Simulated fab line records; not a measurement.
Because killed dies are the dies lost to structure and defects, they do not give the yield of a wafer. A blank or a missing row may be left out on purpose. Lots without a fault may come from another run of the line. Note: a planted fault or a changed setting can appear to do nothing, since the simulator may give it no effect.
fab line records	flow n5Finfet
[record] lots = 5	wafers = 13	lastDay = 17
route steps=1938 shown HKMG_FIN@433 GATE_CUT@465 BEOL_M4@1111 PASSIVATION@1936
lots that met no fault: taken from a fault-free run of the same line
startH: the number of hours between the record's first day and the start of the first shown wafer of the lot	waitH: hours since the lot's step before	" repeats the value in the row above	L1.1+2: one row covering several wafers at once	- no value, or no start was given	* or withheld: withheld	< > ~ a bound
route shown NAME@n: names a module that has steps shown in the file, with the first one's number in the route	usual: the fault-free wafers' mean and standard deviation	same: alike in all rows	chamber/n: place in a boat	sites: each site's reading	_std_site: how widely they spread, as a standard deviation	_edge_site: outer sites' mean less inner sites'	radiusMm: for every site, how far away it sits from the centre of the wafer	mask NAME#n: copy n	behind: the most recent tool/chamber to have shaped the wafer	hold: what put the lot on hold/how long, in hours/how the hold closed	device: which transistor (n, p or np) failed to switch	end of line: tests of these same wafers at the route's end	for a step that has no rows: nothing shown but its recipe	killed: count of dies lost to structure and defects at first sort (not the wafer's yield)	map: a wafer's dies, marking killed ones x, the rest . and places with no die _
set.NAME: the setting as run; set.NAME@STEP: as run at that earlier step	model.NAME: the simulator's own value behind a step, which no gauge read
certain route steps with their lots: each step a table, each wafer a row
services: the hour from which a tool's chamber was out of use, counted from the record's first day as startH (under 0 if before that day), plus the number of hours and why
[[steps]]
[step N5_HKMG_FIN_DESCUM_17]
[recipe] chemistry = O2	timeS = 7.9	sourcePowerW = 50	biasPowerW = 20	pressureMtorr = 20	rfFrequencyHz = 2.712e+07	tempC = 40	resist = CAR-ArF	o2FlowSccm = 225
[step N5_HKMG_FIN_ETCH_31]
[recipe] chemistry = CF4	target = SiARC	targetDepthA = 455	maskMaterial = CAR-ArF	timeS = 75.8	ionEnergyEv = 80	pressureMtorr = 40	sourceW = 545	biasW = 36	Ar_flow_sccm = 100	cf4FlowSccm = 100	ends = cleared
[step N5_HKMG_FIN_ETCH_32]
[recipe] chemistry = N2/H2	target = SOC	targetDepthA = 2400	tempC = 40	timeS = 300	ionEnergyEv = 200	maskMaterial = SiARC	pressureMtorr = 30	sourceW = 840	biasW = 150	n2FlowSccm = 200	h2FlowSccm = 200
[step N5_HKMG_FIN_STRIP_33]
[recipe] chemistry = N2/H2	tempC = 40	n2FlowSccm = 200	h2FlowSccm = 200	rfFrequencyHz = 6e+07
[step N5_HKMG_FIN_STRIP_34]
[recipe] chemistry = CF4	resist = SiARC	powerW = 300	biasPowerW = 75	pressureMtorr = 50	cf4FlowSccm = 150	rfFrequencyHz = 6e+07
[step N5_HKMG_FIN_ETCH_35]
[recipe] chemistry = N2/H2	target = SOC	targetDepthA = 2158	ionEnergyEv = 65	biasW = 5	sourceW = 3000	timeS = 243.4	pressureMtorr = 30	n2FlowSccm = 200	h2FlowSccm = 200
[step N5_HKMG_FIN_STRIP_92]
[recipe] chemistry = N2/H2	material = SOC	timeS = 20	powerW = 500	tempC = 40	pressureMtorr = 50	rfFrequencyHz = 6e+07	biasPowerW = 8	h2Frac = 0.5	n2FlowSccm = 300	h2FlowSccm = 300
[step N5_HKMG_FIN_WET_ETCH_18]
[recipe] chemistry = SC1	target = TiN	mix = 1:1:5	tempC = *	timeS = 55	targetDepthNm = 5.2	dry = ipaMarangoni	rinseTimeS = 30	rinseTempC = 23
[step N5_HKMG_FIN_STRIP_19]
[recipe] chemistry = N2/H2	powerW = 2500	tempC = 300	h2Frac = 0.65	timeS = 360	pressureMtorr = withheld	n2FlowSccm = 1750	h2FlowSccm = 3250
[step N5_HKMG_FIN_ALD_91]
[recipe] material = TiN	targetThkA = 10	tempC = 400	aldPrecursorFamily = TiCl4	aldCoReactant = NH3	pulseTimeS = 1	purgeTimeS = 3	coReactantPurgeTimeS = 2	coReactantPulseTimeS = 2	aldCycles = 47	pressureTorr = 3
[usual] aldCycles = 47/0	heaterPowerW = 852/120	precursorPulseHeightRel = 0.997/0.019
lot.wafer	tool	chamber	startH	waitH	aldCycles	heaterPowerW	precursorPulseHeightRel	model.TiN_of_HKMG_FIN_ALD_91.thkNm
L383.2	aldMetal-01	2	138.76	0.3	33	1089	1.006	0.6
L383.3	"	0	"	"	47	939	1.041	1
L383.5	"	0	"	"	33	949	1.002	0.6
L384.2	aldMetal-01	3	149.30	0.3	33	949	0.993	0.6
L384.3	"	2	"	"	47	1117	1.028	1
L385.2	aldMetal-01	0	152.38	0.3	33	920	0.995	0.6
L385.5	"	0	"	"	33	938	1.013	0.6
L391.1	aldMetal-02	0	184.65	0.3	47	711	1.003	1
L391.3	"	3	"	"	47	857	0.994	1
L391.5	"	1	"	"	47	828	0.999	1
L392.1	aldMetal-02	3	190.24	0.3	47	856	1.023	1
L392.2	"	0	"	"	47	695	0.999	1
L392.3	"	1	"	"	47	804	0.999	1
[step N5_HKMG_FIN_COAT_85]
[recipe] resist = SOC	tempC = 250	timeS = 60	spinRpm = 1500	resistThkNm = 300
[step N5_HKMG_FIN_ETCH_86]
[recipe] chemistry = N2/H2	target = SOC	targetDepthA = 3932	stopOn = TiN	ionEnergyEv = 100	biasW = 61	pressureMtorr = 30	sourceW = 850	n2FlowSccm = 200	h2FlowSccm = 200
[usual] drypumpMotorCurrentA = 5.6/0.52	oesProductAu = 0.78/0.081	rfVppV = 240.9/1.3	showerheadPlenumPTorr = 2.57/0.07	throttleValvePct = 17.8/0.32
lot.wafer	tool	chamber	startH	waitH	drypumpMotorCurrentA	oesProductAu	rfHoursCounterH	rfVppV	showerheadPlenumPTorr	throttleValvePct	model.TiN_of_HKMG_FIN_ALD_91.thkNm
L383.2	rieDiel-05	1	139.14	-	4.9	0.72	170	240.0	2.54	17.6	0.6
L383.3	"	3	"	"	5.6	0.70	222	242.5	2.61	17.8	1
L383.5	"	2	"	"	5.9	0.87	-	240.3	2.48	17.4	0.6
L384.2	rieDiel-02	0	149.73	-	6.2	0.70	208	241.7	2.62	18.2	0.6
L384.3	"	2	"	"	5.1	0.71	183	241.6	2.66	18.3	1
L385.2	rieDiel-06	1	152.72	-	6.4	0.83	67	239.5	2.60	17.5	0.6
L385.5	"	0	"	"	5.3	0.74	-	240.7	2.63	18.0	0.6
L391.1	rieDiel-06	0	185.10	-	5.3	0.74	178	242.0	2.63	18.0	1
L391.3	"	3	"	"	4.8	0.89	36	240.0	2.49	17.3	1
L391.5	"	3	"	"	4.8	0.88	-	239.2	2.49	17.3	1
L392.1	rieDiel-06	3	190.64	-	4.8	0.88	38	242.1	2.49	17.3	1
L392.2	"	0	"	"	5.3	0.74	180	242.4	2.63	18.0	1
L392.3	"	1	"	"	6.5	0.81	81	240.7	2.59	17.6	1
[step N5_HKMG_FIN_STRIP_89]
[recipe] chemistry = N2/H2	material = SOC	timeS = 20	powerW = 500	tempC = 40	pressureMtorr = 50	rfFrequencyHz = 6e+07	biasPowerW = 8	h2Frac = 0.5	n2FlowSccm = 300	h2FlowSccm = 300
[step N5_HKMG_FIN_WET_ETCH_87]
[recipe] chemistry = SC1	target = TiN	mix = 1:2:40	tempC = 50	timeS = 154.2	targetDepthNm = 4.7	dry = ipaMarangoni	rinseTimeS = 30	rinseTempC = 23
[step N5_HKMG_FIN_STRIP_88]
[recipe] chemistry = N2/H2	powerW = 2500	tempC = 300	h2Frac = 0.65	timeS = 360	pressureMtorr = withheld	n2FlowSccm = 1750	h2FlowSccm = 3250
[step N5_HKMG_FIN_NWFM_ALD_20]
[recipe] material = TiAlC	targetThkA = 20	tempC = 300	aldPrecursorFamily = TiCl4	aldCoReactant = TEA	pulseTimeS = 3	purgeTimeS = 2	coReactantPurgeTimeS = 2	coReactantPulseTimeS = 10	aldCycles = 7	pressureTorr = 3
[step N5_HKMG_FIN_ALD_71]
[recipe] material = TiN	targetThkA = 10	tempC = 400	aldPrecursorFamily = TiCl4	aldCoReactant = NH3	pulseTimeS = 1	purgeTimeS = 3	coReactantPurgeTimeS = 2	coReactantPulseTimeS = 2	aldCycles = 47	pressureTorr = 3
[step N5_HKMG_FIN_COAT_66]
[recipe] resist = SOC	tempC = 250	timeS = 60	spinRpm = 1500	resistThkNm = 300
[step N5_HKMG_FIN_ETCH_67]
[recipe] chemistry = N2/H2	target = SOC	targetDepthA = 3889	stopOn = TiN	ionEnergyEv = 100	biasW = 61	pressureMtorr = 30	sourceW = 850	n2FlowSccm = 200	h2FlowSccm = 200
[step N5_HKMG_FIN_STRIP_90]
[recipe] chemistry = N2/H2	material = SOC	timeS = 20	powerW = 500	tempC = 40	pressureMtorr = 50	rfFrequencyHz = 6e+07	biasPowerW = 8	h2Frac = 0.5	n2FlowSccm = 300	h2FlowSccm = 300
[step N5_HKMG_FIN_WET_ETCH_73]
[recipe] chemistry = SC1	mix = 1:2:40	tempC = 50	timeS = 42.3	targetDepthNm = 1.3	dry = ipaMarangoni	rinseTimeS = 30	rinseTempC = 23
[step N5_HKMG_FIN_ETCHBACK_68]
[recipe] chemistry = Cl2/Ar	stopOn = HfO2	targetDepthA = 5	pressureMtorr = 10	icpW = 600	biasW = 60	Cl2_flow_sccm = 40	Ar_flow_sccm = 60
[step N5_HKMG_FIN_STRIP_69]
[recipe] chemistry = N2/H2	powerW = 2500	tempC = 300	h2Frac = 0.65	timeS = 360	pressureMtorr = withheld	n2FlowSccm = 1750	h2FlowSccm = 3250
[step N5_HKMG_FIN_ALD_21]
[recipe] material = TiN	targetThkA = 15	tempC = 400	aldPrecursorFamily = TiCl4	aldCoReactant = NH3	pulseTimeS = 1	purgeTimeS = 3	coReactantPurgeTimeS = 2	coReactantPulseTimeS = 2	aldCycles = 68	pressureTorr = 3
[step N5_HKMG_FIN_ALD_72]
[recipe] material = W	targetThkA = 20	tempC = 300	pressureTorr = 7.5	aldPrecursorFamily = WF6	aldCoReactant = B2H6	pulseTimeS = 1	purgeTimeS = 2	coReactantPurgeTimeS = 2	coReactantPulseTimeS = 3	aldCycles = 7
[step N5_HKMG_FIN_W_FILL_22]
[recipe] material = W	targetThkA = 600	tempC = 400	pressureTorr = 39.4	timeS = 18.2
[step N5_HKMG_FIN_PRECLEAN_83]
[recipe] chemistry = DIW	timeS = 57.5	tempC = 23
[step N5_HKMG_FIN_SRD_84]
[recipe] dryTimeS = 32	dry = n2Spin	spinRpm = 1500
[step N5_HKMG_FIN_CMP_23]
[recipe] stopOn = SiNx	tOverpolishS = 10	postCmpClean = rinseOnly	downForcePsi = 4	platenRpm = 50.289	padVelocityMS = 1.0006	targetThkNm = 46.326
[step N5_HKMG_FIN_CMP_94]
[recipe] stopOn = SiNx	postCmpClean = wDiluteNh4oh	tOverpolishS = 4.7	downForcePsi = 4	platenRpm = 50.289	padVelocityMS = 1.0006	targetThkNm = 43.299
[step N5_GATE_CUT_ETCHBACK_00]
[recipe] chemistry = SF6/Cl2	target = W	pressureMtorr = 8	icpW = 900	biasW = 80	SF6_flow_sccm = 40	Cl2_flow_sccm = 60
[step N5_GATE_CUT_ETCH_56]
[recipe] chemistry = Cl2/Ar	target = TiN	targetDepthA = 216	pressureMtorr = 10	icpW = 600	biasW = 60	Cl2_flow_sccm = 40	Ar_flow_sccm = 60
[step N5_GATE_CUT_ETCHBACK_30]
[recipe] chemistry = Cl2/Ar	target = TiN	targetDepthA = 30	mode = isotropic	pressureMtorr = 10	icpW = 600	biasW = 60	Cl2_flow_sccm = 40	Ar_flow_sccm = 60
[step N5_GATE_CUT_VAPOR_ETCH_60]
[recipe] chemistry = BCl3/Cl2	target = HfO2	mode = isotropic
[step N5_GATE_CUT_ETCH_58]
[recipe] chemistry = CH3F/O2	target = SiNx	targetDepthA = 170	timeS = 128.6	ionEnergyEv = 50	pressureMtorr = 30	sourceW = 415	biasW = 21	Ar_flow_sccm = 150	CH3F_flow_sccm = 30	O2_flow_sccm = 20
[step N5_GATE_CUT_STRIP_59]
[recipe] chemistry = N2/H2	timeS = 20	powerW = 100	tempC = 40	pressureMtorr = 100	rfFrequencyHz = 6e+07	biasPowerW = 3	n2FlowSccm = 300	h2FlowSccm = 300
[step N5_GATE_CUT_PRECLEAN_31]
[recipe] tempC = 23	chemistry = DIW	timeS = 300
[step N5_BEOL_M4_RC_MEAS_101]
[usual] DIBL_N = 36.5/2.2	DIBL_P = 36.9/2.9	IOFF_N = 0.17/0.044	IOFF_N_85C = 3.2/0.72	IOFF_N_LIN = 0.076/0.017	IOFF_N_LONG = 5.47e-05/2.6e-06	IOFF_P = 0.22/0.052	IOFF_P_LONG = 0.000104/9.8e-06	ION_N = 671/16	ION_P = 461/10	SS_N = 71.6/0.73	SS_P = 73.5/0.79	VT_N = 250/4.1	VT_N_LONG = 275.1/2.3	VT_N_LVT = 98/4.6	VT_P = -250/4.1	VT_P_LONG = -275/3.1
lot.wafer	tool	chamber	startH	waitH	DIBL_N[mV/V]	DIBL_P[mV/V]	IOFF_N[nA/um]	IOFF_N_85C[nA/um]	IOFF_N_LIN[nA/um]	IOFF_N_LONG[nA/um]	IOFF_P[nA/um]	IOFF_P_LONG[nA/um]	ION_N[uA/um]	ION_P[uA/um]	SS_N[mV/dec]	SS_P[mV/dec]	VT_N[mV]	VT_N_LONG[mV]	VT_N_LVT[mV]	VT_P[mV]	VT_P_LONG[mV]
L383.2	prober-02	0	252.93	0.2	39.9	42.9	0.95	14.1	0.410	0.0001682	0.19	7.8e-05	769	443	72.6	75.1	205	237.6	52	-258	-290
L383.3	"	0	"	"	32.7	32.2	0.11	2.3	0.057	5.68e-05	0.14	0.0001	681	461	70.8	72.2	253	274.0	100	-256	-279
L383.5	"	0	"	"	36.3	38.0	0.60	9.7	0.283	0.0001687	0.13	7.9e-05	752	438	71.3	74.1	212	238.5	59	-263	-286
L385.2	prober-02	0	258.72	0.2	39.3	41.0	0.93	13.8	0.402	0.0001761	0.20	7.5e-05	787	457	73.0	73.9	209	235.0	52	-255	-284
L385.5	"	0	"	"	37.7	37.5	0.74	11.3	0.323	0.0001723	0.15	7.9e-05	750	439	72.1	74.2	210	234.7	55	-257	-283
L384.2	prober-01	0	261.03	0.2	38.5	38.8	0.70	11.0	0.319	0.0001625	0.16	7e-05	771	449	71.5	73.4	211	239.4	56	-260	-291
L384.3	"	0	"	"	36.3	35.6	0.15	2.9	0.069	5.24e-05	0.17	9.6e-05	661	452	71.4	73.6	252	275.2	97	-252	-279
L392.1	prober-02	0	296.85	0.0	38.8	40.5	0.21	3.9	0.090	5.61e-05	0.25	0.000102	686	460	72.5	73.7	245	273.4	96	-250	-275
L392.2	"	0	"	"	36.8	38.2	0.19	3.6	0.087	5.81e-05	0.23	0.000101	680	465	71.8	73.5	244	269.8	93	-248	-274
L392.3	"	0	"	"	37.6	38.7	0.19	3.6	0.086	5.81e-05	0.23	9.9e-05	680	464	71.8	73.1	246	273.2	95	-248	-277
L391.1	prober-01	0	297.06	0.0	37.6	37.8	0.17	3.2	0.074	5.25e-05	0.20	9.4e-05	676	458	72.3	73.3	249	276.5	98	-253	-280
L391.3	"	0	"	"	37.8	39.2	0.18	3.3	0.080	5.12e-05	0.23	9.8e-05	687	466	72.4	73.8	248	275.5	97	-250	-278
L391.5	"	0	"	"	37.9	39.6	0.18	3.4	0.083	5.19e-05	0.24	0.000106	679	473	71.4	74.0	246	276.8	95	-248	-279
[step N5_PASSIVATION_PROBE_49]
[usual] defectLimitedYield = 91.3/1.4	killed_at_M0_to_M3 = 36/10	killed_at_M4_up = 13/5.4	killedAtContacts = 12/5.3	killedAtFrontEnd = 39/10	killedAtOther = 3.2/2.7	killedDies = 103/16	killedOnRim = 13/4	killedOpen = 68/13	killedShort = 33/6.6	sort_bin_4_leakage = 0.01/0.031	sort_bin_5_function = 5.1/0.92	sort_bin_6_memory = 3.3/0.68	sort_bin_8_speed = 0.1/0.41	sortNPass = 1077/17
[same] grossDies = 1180	killedAtBackSide = 0
lot.wafer	tool	chamber	startH	waitH	defectLimitedYield[%]	killed_at_M0_to_M3	killed_at_M4_up	killedAtContacts	killedAtFrontEnd	killedAtOther	killedDies	killedOnRim	killedOpen	killedShort	sort_bin_4_leakage[%]	sort_bin_5_function[%]	sort_bin_6_memory[%]	sort_bin_8_speed[%]	sortNPass
L383.2	prober-01	-	351.64	0.1	90.9	30	15	17	43	2	107	14	68	37	90.93	6.1	2.6	0	0
L383.3	prober-01	-	351.69	0.1	92.1	29	19	9	30	6	93	9	57	33	0	3.8	3.6	0	1087
L383.5	prober-01	-	351.79	0.2	80.6	37	15	22	154	1	229	75	66	32	72.97	5.1	3.3	0.3	87
L385.2	prober-01	-	365.66	0.2	80.5	36	28	8	146	12	230	74	62	43	80.42	6.4	2.5	0	1
L385.5	prober-01	-	365.81	0.4	83.0	53	20	21	105	2	201	55	74	45	80.93	5.9	4.1	0	24
L384.2	prober-02	-	380.85	0.1	90.5	31	22	3	42	14	112	18	69	40	89.58	5.8	3.1	0.2	11
L384.3	prober-02	-	380.90	0.1	90.7	45	12	9	40	4	110	18	73	35	0	5.6	3.2	0.2	1070
L392.1	prober-02	-	412.14	0.0	90.8	45	15	6	40	2	108	14	67	37	0	5.8	3.1	0	1072
L392.2	prober-02	-	412.19	0.1	91.9	47	8	11	24	6	96	17	61	35	0	4.4	3.3	0	1084
L392.3	prober-02	-	412.24	0.1	90.8	57	9	10	30	3	109	16	66	35	0	5.3	2.6	0	1071
L391.1	prober-01	-	416.95	0.0	88.6	42	24	13	51	4	134	15	93	41	0	5.9	5.3	0	1046
L391.3	prober-01	-	417.05	0.1	89.8	55	8	14	42	1	120	18	86	32	0	4.9	4.8	0	1060
L391.5	prober-01	-	417.15	0.2	91.5	44	5	11	34	6	100	12	70	28	0	4.1	4.2	0	1080
// killed by level:class
L383.2 MOL_CONTACT_COAG:geometricParticle:open=11 FIN_SAQP:geometricParticle:short=9 FIN_SAQP:geometricParticle:open=9 BEOL_M2:geometricParticle:open=9 STI_FIN_REVEAL:geometricParticle:open=6 MOL_CONTACT_COAG:geometricParticle:short=6 BEOL_M0:geometricParticle:open=5 BEOL_M0_SAQP:geometricParticle:open=5
L383.3 MOL_CONTACT_COAG:geometricParticle:open=8 BEOL_M2:geometricParticle:open=8 FIN_SAQP:geometricParticle:short=6 BEOL_M0_SAQP:geometricParticle:short=6 BEOL_M4:geometricParticle:open=5 FIN_SAQP:geometricParticle:open=4 STI_FIN_REVEAL:geometricParticle:open=4 BEOL_M0_SAQP:geometricParticle:open=4
L383.5 HKMG_FIN:areaAld=129 MOL_CONTACT_COAG:geometricParticle:open=18 BEOL_M0_SAQP:geometricParticle:short=9 BEOL_M0:geometricParticle:open=7 BEOL_M2:geometricParticle:open=7 DUMMY_GATE:geometricParticle:open=6 BEOL_M0_SAQP:geometricParticle:open=6 BEOL_M4:geometricParticle:open=6
L385.2 HKMG_FIN:areaAld=121 BEOL_M4:geometricParticle:open=16 BEOL_M0_SAQP:geometricParticle:short=11 BEOL_M2:geometricParticle:open=10 FIN_SAQP:geometricParticle:open=7 BEOL_M0_SAQP:geometricParticle:open=7 MOL_CONTACT_COAG:geometricParticle:short=6 BEOL_M4:geometricParticle:short=4
L385.5 HKMG_FIN:areaAld=79 BEOL_M0_SAQP:geometricParticle:short=15 MOL_CONTACT_COAG:geometricParticle:open=12 FIN_SAQP:geometricParticle:open=11 BEOL_M0_SAQP:geometricParticle:open=11 BEOL_M3:geometricParticle:open=10 MOL_CONTACT_COAG:geometricParticle:short=9 BEOL_M2:geometricParticle:open=8
L384.2 FIN_SAQP:geometricParticle:open=12 FIN_SAQP:geometricParticle:short=11 MIM_TOP_ETCH:geometricParticle:open=10 BEOL_M0_SAQP:geometricParticle:short=9 BEOL_M4:geometricParticle:open=9 BEOL_M2:geometricParticle:open=7 STI_FIN_REVEAL:geometricParticle:open=6 STI_FIN_REVEAL:geometricParticle:short=3
L384.3 FIN_SAQP:geometricParticle:open=13 BEOL_M0_SAQP:geometricParticle:open=11 BEOL_M0_SAQP:geometricParticle:short=9 FIN_SAQP:geometricParticle:short=8 BEOL_M2:geometricParticle:open=8 MOL_CONTACT_COAG:geometricParticle:open=7 BEOL_M4:geometricParticle:open=7 BEOL_M1:geometricParticle:open=4
L392.1 BEOL_M1:geometricParticle:open=13 BEOL_M3:geometricParticle:open=13 FIN_SAQP:geometricParticle:short=9 FIN_SAQP:geometricParticle:open=9 BEOL_M4:geometricParticle:open=8 STI_FIN_REVEAL:geometricParticle:open=6 BEOL_M2:geometricParticle:short=5 BEOL_M0_SAQP:geometricParticle:short=4
L392.2 BEOL_M0_SAQP:geometricParticle:short=12 BEOL_M0_SAQP:geometricParticle:open=11 MOL_CONTACT_COAG:geometricParticle:open=8 BEOL_M2:geometricParticle:short=7 BEOL_M2:geometricParticle:open=6 BEOL_M3:geometricParticle:open=5 FIN_SAQP:geometricParticle:open=4 ILD0:geometricParticle:open=4
L392.3 BEOL_M2:geometricParticle:open=18 BEOL_M3:geometricParticle:open=12 BEOL_M0_SAQP:geometricParticle:short=9 MOL_CONTACT_COAG:geometricParticle:open=8 BEOL_M0_SAQP:geometricParticle:open=6 HKMG_FIN:areaEtch=6 STI_FIN_REVEAL:geometricParticle:open=5 BEOL_M1:geometricParticle:open=4
L391.1 FIN_SAQP:geometricParticle:open=15 BEOL_M3:geometricParticle:open=15 STI_FIN_REVEAL:geometricParticle:open=10 MOL_CONTACT_COAG:geometricParticle:open=10 BEOL_M4:geometricParticle:open=10 FIN_SAQP:geometricParticle:short=9 GATE_CUT:geometricParticle:short=5 BEOL_M0_SAQP:geometricParticle:open=5
L391.3 BEOL_M3:geometricParticle:open=17 BEOL_M1:geometricParticle:open=11 BEOL_M2:geometricParticle:open=10 FIN_SAQP:geometricParticle:short=9 MOL_CONTACT_COAG:geometricParticle:open=9 GATE_CUT:geometricParticle:open=7 FIN_SAQP:geometricParticle:open=5 GATE_CUT:geometricParticle:short=5
L391.5 BEOL_M3:geometricParticle:open=18 BEOL_M2:geometricParticle:open=9 MOL_CONTACT_COAG:geometricParticle:open=8 FIN_SAQP:geometricParticle:open=6 BEOL_M3:geometricParticle:short=6 STARTING-WAFER:geometricParticle:open=5 BEOL_M0_SAQP:geometricParticle:open=5 GATE_CUT:geometricParticle:short=4
// map L383.5 (x killed, . not)
_________________xx..x.xxxx.x________________
______________.x....x.........x._____________
___________x..xxx..xx.......xx....x__________
__________xx...x..x...xx......xx..x._________
________x.x..........................x_______
_______x.x......x.....................x______
______.x.x..xx.......................x.._____
_____x.......x.....x...x....x....x.......____
____xx..x............x.x.x..........x..xxx___
___.x.x..............x................x.xx.__
___x............x...............x..........__
__.x......x.................x.........xx..xx_
__.xx........................xx..........xx._
_x....x.x.x.................x........x.x...x.
_.x................x...............x..xx..x.x
_x..x............x.x..............x......xx..
_...x..........x.................x.........xx
_x.x........x.x............................x.
_.xx...........................x...xx.x..x...
_.xx.xx.............x...............x..x.x.xx
_x.xx......................................xx
__.....x......x.....x.....................xx_
__..xxx.x......x..........x................x_
___.x.....xxx..................x.....x.xx..__
___xxx............x...x....x.x.........xx.x__
____............x......................x..___
_____.....xx........xx.....x........x....____
______.x..x.x.......xx.......x.........x_____
_______x...x...x.............x..x....x.______
________xxxxxx.xxx.x...........xx..x.._______
__________x.x.....xx.x....x.x.xxx.x._________
___________.x.x.x..............xx.x__________
______________...x..xx.....x.xxx_____________
_________________x.xx.x.xx.xx________________
// map L384.2 (x killed, . not)
_________________xx..........________________
______________...x.............._____________
___________..x.x.....x.....x.......__________
__________...........x.............._________
________....x.....x.................x._______
_______......x.............x...........______
______.......x........x......x.........._____
_____......................xx....xx......____
____...................x.......x..........___
___x...x............xx......x............x.__
___...x.......x...........................x__
__.......x..........................x..x...._
__...x...............x......x...x..........._
_....................x......x............x...
_..x.x...........x...x.......................
_.....xx..x.....................x............
_....x...x........x.......x.....xx..x.......x
_...................x.....x..x...............
_.................................x.....x.x..
_............x...............................
_..............x.............x.......xx......
__.x..................x..................x.._
__x........x...........................x...x_
___x........................x...........x..__
___.....x.....x...........x.........x.....x__
____.....x.......................x......x.___
_____.x...........x..........x.x..x.x....____
______.............x.........xx...x.x..._____
_______.xx........x..xx.......x........______
________............x........x........_______
__________....x..................x.._________
___________......x..x.......x......__________
______________.................._____________
_________________.......x..x.________________
[[services]]
tool	chamber	startH	hours	kind
rieDiel-05	1	121.32	1.8	repair
aldMetal-02	-	136.53	2.8	pm
rieDiel-06	2	144.60	-	clean
rieDiel-06	2	144.60	-	consumableReplace:focusRing
rieDiel-06	2	144.60	14.3	scheduledDown
rieDiel-06	2	144.60	14.3	ventCycle
rieDiel-06	1	173.12	2.4	repair
rieDiel-06	0	174.16	8.3	repair
rieDiel-02	3	177.94	-	clean
rieDiel-02	3	177.94	-	consumableReplace:focusRing
rieDiel-02	3	177.94	17.6	scheduledDown
rieDiel-02	3	177.94	17.6	ventCycle
[[key]]
[firstSign] step = N5_HKMG_FIN_ALD_91	reading = aldCycles	direction = down	sigmas = 99+	usual = *	struck = *
[effect] step = N5_BEOL_M4_RC_MEAS_101	reading = IOFF_N_LONG	direction = up	sigmas = 44	usual = 5.47e-05	struck = 0.0001696
[effect] step = N5_BEOL_M4_RC_MEAS_101	reading = VT_N_LONG	direction = down	sigmas = 16	usual = 275.1	struck = 237.0
[effect] step = N5_BEOL_M4_RC_MEAS_101	reading = IOFF_N_LIN	direction = up	sigmas = 16	usual = 0.076	struck = 0.347
[effect] step = N5_BEOL_M4_RC_MEAS_101	reading = IOFF_N	direction = up	sigmas = 14	usual = 0.17	struck = 0.78
[effect] step = N5_BEOL_M4_RC_MEAS_101	reading = IOFF_N_85C	direction = up	sigmas = 12	usual = 3.2	struck = 12.0
[effect] step = N5_BEOL_M4_RC_MEAS_101	reading = VT_N	direction = down	sigmas = 9.7	usual = 250	struck = 209
[effect] step = N5_BEOL_M4_RC_MEAS_101	reading = VT_N_LVT	direction = down	sigmas = 9.4	usual = 98	struck = 55
[effect] step = N5_BEOL_M4_RC_MEAS_101	reading = ION_N	direction = up	sigmas = 5.8	usual = 671	struck = 765
[effect] step = N5_BEOL_M4_RC_MEAS_101	reading = VT_P_LONG	direction = down	sigmas = 3.7	usual = -275	struck = -287
[effect] step = N5_BEOL_M4_RC_MEAS_101	reading = IOFF_P_LONG	direction = down	sigmas = 2.9	usual = 0.000104	struck = 7.6e-05
[effect] step = N5_BEOL_M4_RC_MEAS_101	reading = VT_P	direction = down	sigmas = 2.2	usual = -250	struck = -259
[effect] step = N5_PASSIVATION_PROBE_49	reading = sort_bin_4_leakage	direction = up	sigmas = 99+	usual = 0.01	struck = 82.97
[modelEffect] step = N5_HKMG_FIN_ALD_91	value = TiN_of_HKMG_FIN_ALD_91.thkNm	without = 1	struck = 0.6
[modelEffect] step = N5_HKMG_FIN_ETCH_86	value = TiN_of_HKMG_FIN_ALD_91.thkNm	without = 1	struck = 0.6
[moreKillsBornAt] N5_HKMG_FIN_ALD_91@aldMetal-01 = 329
metAt N5_HKMG_FIN_ALD_91
struckWafers L383.2,L383.5,L384.2,L385.2,L385.5
[fault] kind = processParameterDrift	tool = aldMetal-01	chamber = -	onsetH = 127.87	steps = N5_HKMG_FIN_ALD_91	channel = aldCycles	offset = *	shape = step	endH = 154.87	scope = struckWafersOnly	actsIn = *	stated = *
